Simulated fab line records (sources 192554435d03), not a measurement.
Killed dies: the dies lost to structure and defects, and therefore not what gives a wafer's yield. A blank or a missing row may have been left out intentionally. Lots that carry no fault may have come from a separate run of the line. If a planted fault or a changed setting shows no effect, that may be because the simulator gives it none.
fab line records    flow n5-finfet
record: lots: 24  wafers: 72  last-day: 19
route steps=1938 shown BEOL_M3@995 BEOL_M4@1039
lots that met no fault: from a run of the same line without faults
start-h: hours from the record's opening day to when the first of the lot's shown wafers began    wait-h: hours from the lot's prior step to this one    " as in the row above    L1.1+2: several wafers, shown together as one row    - no value, or no start was given    * or withheld: withheld    < > ~ a bound
route shown NAME@n: NAME is a module with steps in the file, n the number in the route of the first one    usual: mean and standard deviation over wafers with no fault    same: alike in all rows    chamber/n: place in a boat    sites: each site's reading    _std_site: how widely they spread, as a standard deviation    _edge_site: outer sites' mean less inner sites'    radius-mm: for every site, how far away it sits from the centre of the wafer    mask NAME#n: copy n    behind: the tool/chamber that last shaped the wafer    hold: why the lot was held/for how many hours/how that ended    device: the transistor (n, p or np) that didn't switch    end of line: tests of these same wafers at the route's end    where a step has no rows: the recipe by itself    killed: at the first sort, the dies lost to defects and structure; wafer yield is something else    map: a wafer's dies, x killed, . not, _ none there
set.NAME: the setting that was run; set.NAME@STEP: the one run at that earlier step    model.NAME: the simulator's own value behind a step, which no gauge read
steps of the route over a sample of lots; a table a step, a row a wafer
services: a tool's chamber out of use, with start hour (start-h, from the record's first day; less than 0 if before it), hours out, and reason
== steps ==
step: N5_BEOL_M3_ANNEAL_49
recipe: temp-c: 400  time-s: 240  ambient: vacuum
usual: heater-power-w: 804/49
lot.wafer  tool            chamber  start-h  wait-h  heater-power-w
L075.2     pvd-sputter-02  -        154.74   0.0     848
L075.3     "               -        "        "       823
L075.5     "               -        "        "       860
L074.1     pvd-sputter-01  -        159.46   0.0     805
L074.2     "               -        "        "       789
L074.6     "               -        "        "       787
L077.2     pvd-sputter-02  -        174.03   0.0     790
L077.3     "               -        "        "       716
L077.4     "               -        "        "       838
L076.1     pvd-sputter-02  -        182.42   0.0     719
L076.4     "               -        "        "       835
L076.5     "               -        "        "       823
L078.2     pvd-sputter-03  -        185.12   0.0     827
L078.5     "               -        "        "       878
L078.6     "               -        "        "       738
L079.1     pvd-sputter-02  -        185.32   0.0     833
L079.3     "               -        "        "       722
L079.5     "               -        "        "       712
L080.4     pvd-sputter-02  -        193.87   0.0     843
L080.5     "               -        "        "       788
L080.6     "               -        "        "       847
L082.2     pvd-sputter-03  -        218.42   0.0     730
L082.3     "               -        "        "       869
L082.5     "               -        "        "       764
L081.2     pvd-sputter-02  -        221.50   0.0     724
L081.3     "               -        "        "       837
L081.4     "               -        "        "       773
L083.2     pvd-sputter-03  -        223.18   0.0     871
L083.3     "               -        "        "       734
L083.5     "               -        "        "       731
L085.1     pvd-sputter-02  -        233.97   0.0     736
L085.2     "               -        "        "       789
L085.5     "               -        "        "       829
L084.3     pvd-sputter-03  -        234.27   0.0     869
L084.4     "               -        "        "       745
L084.5     "               -        "        "       850
L087.1     pvd-sputter-02  -        240.20   0.0     809
L087.4     "               -        "        "       881
L087.6     "               -        "        "       791
L088.2     pvd-sputter-03  -        251.52   0.0     781
L088.3     "               -        "        "       860
L088.6     "               -        "        "       776
L086.1     pvd-sputter-02  -        252.42   0.0     772
L086.3     "               -        "        "       829
L086.4     "               -        "        "       697
L092.1     pvd-sputter-02  -        255.62   0.0     840
L092.3     "               -        "        "       736
L092.4     "               -        "        "       833
L089.1     pvd-sputter-01  -        261.75   0.0     811
L089.3     "               -        "        "       822
L089.5     "               -        "        "       873
L090.1     pvd-sputter-03  -        264.37   0.0     733
L090.2     "               -        "        "       744
L090.3     "               -        "        "       872
L091.3     pvd-sputter-01  -        267.66   0.0     799
L091.4     "               -        "        "       807
L091.5     "               -        "        "       899
L094.3     pvd-sputter-01  -        275.04   0.0     870
L094.4     "               -        "        "       797
L094.6     "               -        "        "       796
L093.1     pvd-sputter-02  -        283.33   0.0     840
L093.4     "               -        "        "       831
L093.5     "               -        "        "       844
L096.2     pvd-sputter-02  -        287.91   0.0     866
L096.3     "               -        "        "       788
L096.5     "               -        "        "       853
L097.3     pvd-sputter-03  -        300.41   0.0     770
L097.5     "               -        "        "       852
L097.6     "               -        "        "       739
L095.2     pvd-sputter-03  -        303.95   0.0     722
L095.3     "               -        "        "       876
L095.5     "               -        "        "       812
step: N5_BEOL_M3_SPUTTER_79
recipe: material: Cu  target-thk-a: 45  temp-c: -20  chamber-pressure-pa: 0.07  power-w: withheld  time-s: 8.29
usual: substrate-temp-c: -20.02/0.1  throttle-valve-pct: 29.9/0.82
lot.wafer  tool            chamber  start-h  wait-h  substrate-temp-c  throttle-valve-pct
L075.2     pvd-sputter-02  -        154.88   0.1     -20.08            29.5
L075.3     "               -        "        "       -20.02            28.5
L075.5     "               -        "        "       -20.11            29.5
L074.1     pvd-sputter-01  -        159.60   0.1     -20.00            29.3
L074.2     "               -        "        "       -20.14            30.8
L074.6     "               -        "        "       -20.18            31.0
L077.2     pvd-sputter-02  -        174.17   0.1     -20.03            30.9
L077.3     "               -        "        "       -20.16            30.5
L077.4     "               -        "        "       -19.89            28.5
L076.1     pvd-sputter-02  -        182.57   0.1     -19.91            30.3
L076.4     "               -        "        "       -19.74            29.9
L076.5     "               -        "        "       -20.12            28.3
L078.2     pvd-sputter-03  -        185.26   0.1     -19.97            30.8
L078.5     "               -        "        "       -20.13            30.4
L078.6     "               -        "        "       -20.04            29.5
L079.1     pvd-sputter-02  -        185.46   0.1     -20.10            29.5
L079.3     "               -        "        "       -19.98            30.5
L079.5     "               -        "        "       -19.99            30.1
L080.4     pvd-sputter-02  -        194.01   0.1     -20.06            29.6
L080.5     "               -        "        "       -20.08            30.9
L080.6     "               -        "        "       -20.06            29.5
L082.2     pvd-sputter-03  -        218.56   0.1     -19.90            29.7
L082.3     "               -        "        "       -20.00            30.6
L082.5     "               -        "        "       -20.02            28.9
L081.2     pvd-sputter-02  -        221.64   0.1     -19.96            30.2
L081.3     "               -        "        "       -20.06            29.8
L081.4     "               -        "        "       -20.07            30.9
L083.2     pvd-sputter-03  -        223.32   0.1     -20.12            30.5
L083.3     "               -        "        "       -20.01            29.3
L083.5     "               -        "        "       -20.10            29.4
L085.1     pvd-sputter-02  -        234.11   0.1     -20.18            30.6
L085.2     "               -        "        "       -19.94            30.7
L085.5     "               -        "        "       -20.18            29.6
L084.3     pvd-sputter-03  -        234.41   0.1     -20.02            30.6
L084.4     "               -        "        "       -19.95            29.3
L084.5     "               -        "        "       -20.06            30.6
L087.1     pvd-sputter-02  -        240.34   0.1     -19.87            28.7
L087.4     "               -        "        "       -20.14            29.6
L087.6     "               -        "        "       -19.96            30.7
L088.2     pvd-sputter-03  -        251.66   0.1     -20.16            29.1
L088.3     "               -        "        "       -20.16            30.4
L088.6     "               -        "        "       -19.97            29.2
L086.1     pvd-sputter-02  -        252.56   0.1     -20.05            30.7
L086.3     "               -        "        "       -20.14            28.4
L086.4     "               -        "        "       -19.95            30.4
L092.1     pvd-sputter-02  -        255.76   0.1     -20.03            29.7
L092.3     "               -        "        "       -20.05            30.3
L092.4     "               -        "        "       -20.07            28.4
L089.1     pvd-sputter-01  -        261.89   0.1     -20.01            30.8
L089.3     "               -        "        "       -20.04            29.8
L089.5     "               -        "        "       -20.05            31.4
L090.1     pvd-sputter-03  -        264.51   0.1     -20.20            29.4
L090.2     "               -        "        "       -20.02            29.3
L090.3     "               -        "        "       -20.07            30.7
L091.3     pvd-sputter-01  -        267.80   0.1     -20.18            31.0
L091.4     "               -        "        "       -19.86            29.9
L091.5     "               -        "        "       -19.97            31.3
L094.3     pvd-sputter-01  -        275.18   0.1     -20.01            31.5
L094.4     "               -        "        "       -19.79            31.0
L094.6     "               -        "        "       -19.98            29.5
L093.1     pvd-sputter-02  -        283.47   0.1     -20.14            29.7
L093.4     "               -        "        "       -20.11            28.6
L093.5     "               -        "        "       -19.78            28.8
L096.2     pvd-sputter-02  -        288.05   0.1     -19.83            29.5
L096.3     "               -        "        "       -20.23            31.0
L096.5     "               -        "        "       -20.08            29.5
L097.3     pvd-sputter-03  -        300.55   0.1     -19.84            28.9
L097.5     "               -        "        "       -19.88            30.5
L097.6     "               -        "        "       -20.10            29.6
L095.2     pvd-sputter-03  -        304.09   0.1     -20.04            29.4
L095.3     "               -        "        "       -19.88            30.4
L095.5     "               -        "        "       -19.99            30.7
step: N5_BEOL_M3_ANNEAL_89
recipe: temp-c: 400  time-s: 240  ambient: vacuum
usual: heater-power-w: 804/51
lot.wafer  tool            chamber  start-h  wait-h  heater-power-w
L075.2     pvd-sputter-02  -        155.62   0.0     845
L075.3     "               -        "        "       818
L075.5     "               -        "        "       849
L074.1     pvd-sputter-01  -        160.34   0.0     804
L074.2     "               -        "        "       801
L074.6     "               -        "        "       815
L077.2     pvd-sputter-02  -        174.91   0.0     783
L077.3     "               -        "        "       712
L077.4     "               -        "        "       837
L076.1     pvd-sputter-02  -        183.37   0.0     704
L076.4     "               -        "        "       878
L076.5     "               -        "        "       831
L078.2     pvd-sputter-03  -        186.00   0.0     823
L078.5     "               -        "        "       857
L078.6     "               -        "        "       741
L079.1     pvd-sputter-02  -        186.20   0.0     835
L079.3     "               -        "        "       712
L079.5     "               -        "        "       720
L080.4     pvd-sputter-02  -        194.75   0.0     851
L080.5     "               -        "        "       785
L080.6     "               -        "        "       853
L082.2     pvd-sputter-03  -        219.30   0.0     752
L082.3     "               -        "        "       863
L082.5     "               -        "        "       762
L081.2     pvd-sputter-02  -        222.38   0.0     698
L081.3     "               -        "        "       846
L081.4     "               -        "        "       804
L083.2     pvd-sputter-03  -        224.06   0.0     841
L083.3     "               -        "        "       743
L083.5     "               -        "        "       754
L085.1     pvd-sputter-02  -        234.85   0.0     711
L085.2     "               -        "        "       771
L085.5     "               -        "        "       852
L084.3     pvd-sputter-03  -        235.15   0.0     889
L084.4     "               -        "        "       780
L084.5     "               -        "        "       841
L087.1     pvd-sputter-02  -        241.08   0.0     837
L087.4     "               -        "        "       859
L087.6     "               -        "        "       799
L088.2     pvd-sputter-03  -        252.40   0.0     771
L088.3     "               -        "        "       849
L088.6     "               -        "        "       761
L086.1     pvd-sputter-02  -        253.30   0.0     786
L086.3     "               -        "        "       851
L086.4     "               -        "        "       711
L092.1     pvd-sputter-02  -        256.50   0.0     860
L092.3     "               -        "        "       716
L092.4     "               -        "        "       825
L089.1     pvd-sputter-01  -        262.63   0.0     789
L089.3     "               -        "        "       830
L089.5     "               -        "        "       893
L090.1     pvd-sputter-03  -        265.25   0.0     735
L090.2     "               -        "        "       732
L090.3     "               -        "        "       882
L091.3     pvd-sputter-01  -        268.54   0.0     777
L091.4     "               -        "        "       853
L091.5     "               -        "        "       870
L094.3     pvd-sputter-01  -        275.92   0.0     897
L094.4     "               -        "        "       778
L094.6     "               -        "        "       805
L093.1     pvd-sputter-02  -        284.21   0.0     855
L093.4     "               -        "        "       832
L093.5     "               -        "        "       830
L096.2     pvd-sputter-02  -        288.79   0.0     841
L096.3     "               -        "        "       793
L096.5     "               -        "        "       838
L097.3     pvd-sputter-03  -        301.29   0.0     780
L097.5     "               -        "        "       902
L097.6     "               -        "        "       755
L095.2     pvd-sputter-03  -        304.83   0.0     725
L095.3     "               -        "        "       854
L095.5     "               -        "        "       853
step: N5_BEOL_M3_SPUTTER_90
recipe: material: Cu  target-thk-a: 45  temp-c: -20  chamber-pressure-pa: 0.07  power-w: withheld  time-s: 8.29
usual: substrate-temp-c: -20.00/0.097  throttle-valve-pct: 29.9/0.82
lot.wafer  tool            chamber  start-h  wait-h  substrate-temp-c  throttle-valve-pct
L075.2     pvd-sputter-02  -        155.76   0.1     -20.08            29.7
L075.3     "               -        "        "       -20.16            28.5
L075.5     "               -        "        "       -20.01            29.4
L074.1     pvd-sputter-01  -        160.48   0.1     -19.97            29.8
L074.2     "               -        "        "       -20.11            31.0
L074.6     "               -        "        "       -20.01            31.0
L077.2     pvd-sputter-02  -        175.05   0.1     -19.99            30.6
L077.3     "               -        "        "       -19.93            30.3
L077.4     "               -        "        "       -19.80            28.4
L076.1     pvd-sputter-02  -        183.52   0.1     -19.98            30.2
L076.4     "               -        "        "       -20.01            29.7
L076.5     "               -        "        "       -20.17            28.5
L078.2     pvd-sputter-03  -        186.14   0.1     -19.94            30.8
L078.5     "               -        "        "       -20.03            30.5
L078.6     "               -        "        "       -20.07            29.4
L079.1     pvd-sputter-02  -        186.34   0.1     -19.96            29.8
L079.3     "               -        "        "       -19.97            30.3
L079.5     "               -        "        "       -19.83            30.5
L080.4     pvd-sputter-02  -        194.89   0.1     -20.23            29.6
L080.5     "               -        "        "       -19.94            30.6
L080.6     "               -        "        "       -20.18            29.4
L082.2     pvd-sputter-03  -        219.44   0.1     -20.14            29.3
L082.3     "               -        "        "       -19.69            30.5
L082.5     "               -        "        "       -20.14            29.1
L081.2     pvd-sputter-02  -        222.52   0.1     -20.00            30.3
L081.3     "               -        "        "       -20.15            29.7
L081.4     "               -        "        "       -19.92            31.1
L083.2     pvd-sputter-03  -        224.20   0.1     -19.98            30.4
L083.3     "               -        "        "       -20.08            29.5
L083.5     "               -        "        "       -20.02            29.6
L085.1     pvd-sputter-02  -        234.99   0.1     -20.16            30.6
L085.2     "               -        "        "       -20.01            30.9
L085.5     "               -        "        "       -20.02            29.6
L084.3     pvd-sputter-03  -        235.29   0.1     -20.10            30.5
L084.4     "               -        "        "       -20.02            29.0
L084.5     "               -        "        "       -19.97            30.6
L087.1     pvd-sputter-02  -        241.22   0.1     -19.99            28.6
L087.4     "               -        "        "       -20.00            29.4
L087.6     "               -        "        "       -20.02            31.2
L088.2     pvd-sputter-03  -        252.54   0.1     -19.88            29.2
L088.3     "               -        "        "       -19.96            30.4
L088.6     "               -        "        "       -19.96            29.2
L086.1     pvd-sputter-02  -        253.44   0.1     -20.01            30.7
L086.3     "               -        "        "       -20.00            28.5
L086.4     "               -        "        "       -19.97            30.0
L092.1     pvd-sputter-02  -        256.64   0.1     -20.03            30.0
L092.3     "               -        "        "       -20.26            30.6
L092.4     "               -        "        "       -20.11            28.5
L089.1     pvd-sputter-01  -        262.77   0.1     -19.89            30.6
L089.3     "               -        "        "       -20.05            29.9
L089.5     "               -        "        "       -20.00            31.5
L090.1     pvd-sputter-03  -        265.39   0.1     -19.83            29.4
L090.2     "               -        "        "       -19.98            29.2
L090.3     "               -        "        "       -20.05            30.6
L091.3     pvd-sputter-01  -        268.68   0.1     -19.93            31.0
L091.4     "               -        "        "       -19.97            29.7
L091.5     "               -        "        "       -19.91            31.3
L094.3     pvd-sputter-01  -        276.06   0.1     -19.84            31.2
L094.4     "               -        "        "       -20.03            30.8
L094.6     "               -        "        "       -20.02            29.6
L093.1     pvd-sputter-02  -        284.35   0.1     -19.84            29.7
L093.4     "               -        "        "       -20.05            28.4
L093.5     "               -        "        "       -19.93            28.3
L096.2     pvd-sputter-02  -        288.93   0.1     -20.04            29.9
L096.3     "               -        "        "       -19.96            30.6
L096.5     "               -        "        "       -19.99            29.8
L097.3     pvd-sputter-03  -        301.43   0.1     -20.17            29.2
L097.5     "               -        "        "       -19.96            30.3
L097.6     "               -        "        "       -20.06            29.4
L095.2     pvd-sputter-03  -        304.97   0.1     -19.87            29.3
L095.3     "               -        "        "       -19.94            30.6
L095.5     "               -        "        "       -19.73            30.8
step: N5_BEOL_M4_ETCH_63
recipe: chemistry: CF4  target: SiARC  target-depth-a: 156  mask-material: CAR-EUV  time-s: 26  ion-energy-ev: 80  pressure-mtorr: 40  source-w: 545  bias-w: 36  Ar_flow_sccm: 100  cf4-flow-sccm: 100  ends: cleared
usual: drypump-motor-current-A: 5.7/0.48  etch-rf-on-time-s: 25.9/0.37  mfc-ar-sccm: 99.99/0.28  oes-product-au: 0.66/0.063  rf-vpp-V: 183.8/1.1  showerhead-plenum-p-Torr: 2.13/0.073  throttle-valve-pct: 15.68/0.23
lot.wafer  tool         chamber  start-h  wait-h  drypump-motor-current-A  etch-rf-on-time-s  mfc-ar-sccm  oes-product-au  rf-hours-counter-h  rf-vpp-V  showerhead-plenum-p-Torr  throttle-valve-pct
L075.2     rie-diel-04  3        160.20   0.0     6.7                      26.5               99.86        0.73            60                  185.5     2.26                      15.41
L075.3     "            2        "        "       6.0                      26.4               99.69        0.59            228                 184.4     2.19                      15.85
L075.5     "            3        "        "       6.6                      26.2               100.01       0.73            -                   184.5     2.26                      15.40
L074.1     rie-diel-05  0        164.04   0.0     4.9                      25.9               100.15       0.62            213                 185.1     2.20                      16.01
L074.2     "            3        "        "       5.6                      26.5               100.28       0.62            180                 182.9     2.05                      15.99
L074.6     "            0        "        "       4.9                      25.8               99.72        0.61            -                   185.6     2.20                      16.00
L077.2     rie-diel-01  0        178.03   0.0     5.5                      25.6               99.93        0.68            92                  184.1     2.08                      15.72
L077.3     "            3        "        "       5.1                      25.5               100.33       0.60            233                 183.5     2.20                      15.67
L077.4     "            2        "        "       6.0                      25.6               100.38       0.62            223                 184.3     2.12                      15.99
L076.1     rie-diel-01  0        187.64   0.0     5.5                      25.8               100.17       0.68            96                  182.9     2.08                      15.76
L076.4     "            1        "        "       5.9                      26.2               99.89        0.62            190                 182.7     2.05                      15.60
L076.5     "            0        "        "       5.5                      26.1               99.86        0.67            -                   182.8     2.08                      15.76
L078.2     rie-diel-01  3        188.97   0.0     5.1                      25.9               100.15       0.59            237                 185.6     2.20                      15.68
L078.5     "            2        "        "       6.1                      26.1               99.50        0.61            -                   184.3     2.12                      15.98
L078.6     "            3        "        "       5.1                      25.8               99.89        0.59            -                   185.7     2.20                      15.68
L079.1     rie-diel-01  2        189.31   0.0     6.0                      26.3               100.47       0.61            227                 184.5     2.12                      15.99
L079.3     "            0        "        "       5.5                      26.1               100.29       0.66            96                  181.9     2.08                      15.74
L079.5     "            3        "        "       5.2                      25.7               99.69        0.60            -                   184.7     2.20                      15.70
L080.4     rie-diel-01  3        198.26   0.0     5.1                      26.1               100.37       0.59            241                 185.2     2.20                      15.69
L080.5     "            1        "        "       5.9                      25.8               100.00       0.62            -                   183.7     2.04                      15.61
L080.6     "            2        "        "       6.0                      26.1               99.88        0.61            -                   180.9     2.12                      16.00
L082.2     rie-diel-05  3        224.62   0.0     5.6                      26.4               100.57       0.61            201                 182.3     2.05                      16.02
L082.3     "            0        "        "       4.9                      25.9               99.58        0.59            232                 187.1     2.20                      16.02
L082.5     "            3        "        "       5.6                      26.6               100.28       0.61            -                   183.0     2.05                      16.03
L081.2     rie-diel-04  0        225.07   0.0     5.8                      26.1               100.28       0.65            137                 181.8     2.06                      15.45
L081.3     "            1        "        "       5.7                      25.5               99.52        0.67            137                 183.6     2.07                      15.55
L081.4     "            3        "        "       6.7                      25.5               99.90        0.73            -                   186.1     2.26                      15.46
L083.2     rie-diel-05  1        226.73   0.0     5.0                      26.4               99.56        0.71            73                  183.5     2.17                      15.60
L083.3     "            0        "        "       4.9                      25.8               99.83        0.60            232                 186.2     2.20                      16.03
L083.5     "            2        "        "       6.1                      26.3               100.39       0.61            -                   184.8     2.20                      15.90
L085.1     rie-diel-05  2        238.62   0.0     6.1                      26.9               99.82        0.60            220                 185.0     2.20                      15.91
L085.2     "            1        "        "       5.0                      26.6               99.92        0.70            77                  183.6     2.17                      15.61
L085.5     "            0        "        "       4.9                      26.3               99.88        0.59            -                   184.9     2.19                      16.04
L084.3     rie-diel-04  1        239.41   0.0     5.7                      25.7               100.03       0.66            143                 184.3     2.07                      15.57
L084.4     "            1        "        "       5.7                      25.7               99.96        0.66            -                   183.6     2.07                      15.58
L084.5     "            0        "        "       5.8                      26.4               100.15       0.63            -                   182.6     2.06                      15.48
L087.1     rie-diel-01  3        249.47   0.0     5.1                      25.7               100.05       0.81            4                   184.7     2.20                      15.20
L087.4     "            3        "        "       5.1                      25.6               100.12       0.79            -                   184.8     2.20                      15.22
L087.6     "            1        "        "       5.9                      25.8               100.16       0.61            -                   182.8     2.04                      15.67
L088.2     rie-diel-01  3        255.53   0.0     5.1                      25.5               100.13       0.78            7                   183.4     2.19                      15.24
L088.3     "            1        "        "       5.9                      26.0               99.94        0.61            220                 182.6     2.04                      15.65
L088.6     "            3        "        "       5.0                      25.6               100.26       0.78            -                   184.8     2.19                      15.24
L086.1     rie-diel-01  0        258.25   0.0     5.5                      25.6               100.28       0.65            127                 182.1     2.07                      15.81
L086.3     "            3        "        "       5.1                      25.3               99.71        0.79            9                   184.3     2.19                      15.23
L086.4     "            0        "        "       5.6                      25.5               99.47        0.66            -                   182.5     2.07                      15.81
L092.1     rie-diel-01  1        259.65   0.0     5.9                      26.0               100.18       0.60            222                 183.4     2.04                      15.68
L092.3     "            3        "        "       5.1                      25.5               99.68        0.78            10                  183.6     2.19                      15.22
L092.4     "            1        "        "       5.9                      26.1               99.83        0.60            -                   182.9     2.04                      15.69
L089.1     rie-diel-05  1        265.31   0.0     5.0                      26.0               100.11       0.70            87                  183.5     2.16                      15.64
L089.3     "            2        "        "       6.1                      26.2               99.82        0.60            227                 185.1     2.20                      15.93
L089.5     "            0        "        "       4.9                      25.7               99.99        0.60            -                   184.8     2.19                      16.07
L090.1     rie-diel-05  3        270.45   0.0     5.6                      26.4               100.24       0.60            215                 182.8     2.04                      16.05
L090.2     "            1        "        "       5.0                      26.5               99.64        0.69            89                  184.8     2.16                      15.64
L090.3     "            0        "        "       5.0                      25.8               100.00       0.58            247                 185.2     2.19                      16.07
L091.3     rie-diel-04  3        272.16   0.0     6.7                      26.1               100.32       0.70            98                  185.1     2.25                      15.49
L091.4     "            2        "        "       6.0                      26.0               100.23       0.80            10                  184.6     2.18                      15.40
L091.5     "            1        "        "       5.7                      25.7               100.24       0.65            -                   182.0     2.06                      15.59
L094.3     rie-diel-04  2        281.31   0.0     6.0                      25.7               99.70        0.80            13                  183.6     2.18                      15.42
L094.4     "            3        "        "       6.7                      25.7               100.65       0.70            100                 184.9     2.25                      15.50
L094.6     "            1        "        "       5.7                      25.3               100.38       0.66            -                   182.1     2.06                      15.59
L093.1     rie-diel-04  3        287.52   0.0     6.7                      26.1               100.37       0.70            102                 183.7     2.25                      15.49
L093.4     "            2        "        "       6.0                      25.8               99.70        0.80            15                  185.3     2.18                      15.44
L093.5     "            1        "        "       5.7                      25.5               99.61        0.65            -                   181.4     2.06                      15.60
L096.2     rie-diel-05  2        293.57   0.0     6.1                      26.4               99.93        0.59            237                 185.1     2.20                      15.95
L096.3     "            3        "        "       5.6                      26.6               100.26       0.59            225                 182.2     2.04                      16.09
L096.5     "            3        "        "       5.6                      26.4               99.72        0.59            -                   182.8     2.04                      16.06
L097.3     rie-diel-04  3        304.28   0.0     6.7                      25.4               100.02       0.71            108                 185.7     2.25                      15.51
L097.5     "            3        "        "       6.7                      25.3               99.16        0.71            -                   184.9     2.25                      15.50
L097.6     "            0        "        "       5.8                      25.7               100.40       0.63            -                   184.2     2.05                      15.51
L095.2     rie-diel-04  1        309.06   0.0     5.7                      25.8               99.86        0.65            165                 183.5     2.06                      15.61
L095.3     "            3        "        "       6.7                      26.0               100.17       0.69            108                 185.1     2.25                      15.52
L095.5     "            2        "        "       6.0                      25.9               100.05       0.78            -                   183.7     2.18                      15.44
step: N5_BEOL_M4_CD_MEAS_18
recipe: pitch-nm: 36  target-cd-nm: 18
usual: cd-nm: 18.02/0.29
lot.wafer  tool       chamber  start-h  wait-h  cd-nm
L075.2     cd-sem-03  -        160.58   0.1     17.76
L075.3     "          -        "        "       17.93
L075.5     "          -        "        "       17.64
L074.1     cd-sem-02  -        164.43   0.0     17.78
L074.2     "          -        "        "       17.87
L074.6     "          -        "        "       18.18
L077.2     cd-sem-03  -        178.41   0.1     17.70
L077.3     "          -        "        "       18.14
L077.4     "          -        "        "       18.15
L076.1     cd-sem-02  -        188.08   0.0     18.22
L076.4     "          -        "        "       18.02
L076.5     "          -        "        "       18.20
L078.2     cd-sem-03  -        189.35   0.1     18.19
L078.5     "          -        "        "       18.18
L078.6     "          -        "        "       17.87
L079.1     cd-sem-01  -        189.70   0.0     19.07
L079.3     "          -        "        "       18.56
L079.5     "          -        "        "       18.20
L080.4     cd-sem-01  -        198.65   0.1     18.34
L080.5     "          -        "        "       17.63
L080.6     "          -        "        "       17.74
L082.2     cd-sem-02  -        225.00   0.1     18.59
L082.3     "          -        "        "       18.29
L082.5     "          -        "        "       18.41
L081.2     cd-sem-01  -        225.45   0.1     17.63
L081.3     "          -        "        "       17.73
L081.4     "          -        "        "       17.47
L083.2     cd-sem-03  -        227.11   0.1     17.63
L083.3     "          -        "        "       18.01
L083.5     "          -        "        "       17.80
L085.1     cd-sem-02  -        239.07   0.0     17.98
L085.2     "          -        "        "       18.35
L085.5     "          -        "        "       17.76
L084.3     cd-sem-03  -        239.80   0.1     17.88
L084.4     "          -        "        "       18.25
L084.5     "          -        "        "       18.04
L087.1     cd-sem-01  -        249.85   0.0     18.27
L087.4     "          -        "        "       17.55
L087.6     "          -        "        "       17.65
L088.2     cd-sem-02  -        255.92   0.1     17.79
L088.3     "          -        "        "       17.85
L088.6     "          -        "        "       18.45
L086.1     cd-sem-02  -        258.68   0.0     18.10
L086.3     "          -        "        "       18.00
L086.4     "          -        "        "       17.49
L092.1     cd-sem-03  -        260.03   0.0     17.59
L092.3     "          -        "        "       17.93
L092.4     "          -        "        "       17.98
L089.1     cd-sem-02  -        265.70   0.0     17.97
L089.3     "          -        "        "       17.48
L089.5     "          -        "        "       18.21
L090.1     cd-sem-02  -        270.83   0.0     18.00
L090.2     "          -        "        "       17.81
L090.3     "          -        "        "       18.29
L091.3     cd-sem-01  -        272.63   0.1     18.11
L091.4     "          -        "        "       17.72
L091.5     "          -        "        "       18.11
L094.3     cd-sem-02  -        281.69   0.1     18.63
L094.4     "          -        "        "       17.69
L094.6     "          -        "        "       17.56
L093.1     cd-sem-02  -        287.92   0.0     18.06
L093.4     "          -        "        "       18.05
L093.5     "          -        "        "       17.85
L096.2     cd-sem-03  -        293.96   0.1     17.99
L096.3     "          -        "        "       18.32
L096.5     "          -        "        "       18.46
L097.3     cd-sem-02  -        304.67   0.1     18.06
L097.5     "          -        "        "       18.17
L097.6     "          -        "        "       17.87
L095.2     cd-sem-03  -        309.46   0.1     17.96
L095.3     "          -        "        "       17.48
L095.5     "          -        "        "       17.95
== services ==
tool         chamber  start-h  hours  kind
rie-diel-05  2        191.66   1.2    repair
rie-diel-04  2        223.73   -      clean
rie-diel-04  2        223.73   -      consumable-replace:focus-ring
rie-diel-04  2        223.73   19.5   scheduled-down
rie-diel-04  2        223.73   19.5   vent-cycle
rie-diel-01  3        224.60   -      clean
rie-diel-01  3        224.60   -      consumable-replace:focus-ring
rie-diel-01  3        224.60   14.5   scheduled-down
rie-diel-01  3        224.60   14.5   vent-cycle
rie-diel-01  2        246.10   -      clean
rie-diel-01  2        246.10   -      consumable-replace:focus-ring
rie-diel-01  2        246.10   20.4   scheduled-down
rie-diel-01  2        246.10   20.4   vent-cycle
rie-diel-05  2        246.28   10.0   repair
rie-diel-05  2        270.02   3.1    repair
rie-diel-05  0        277.14   -      clean
rie-diel-05  0        277.14   -      consumable-replace:esc
rie-diel-05  0        277.14   -      consumable-replace:focus-ring
rie-diel-05  0        277.14   20.1   scheduled-down
rie-diel-05  0        277.14   20.1   vent-cycle
== key ==
fault none
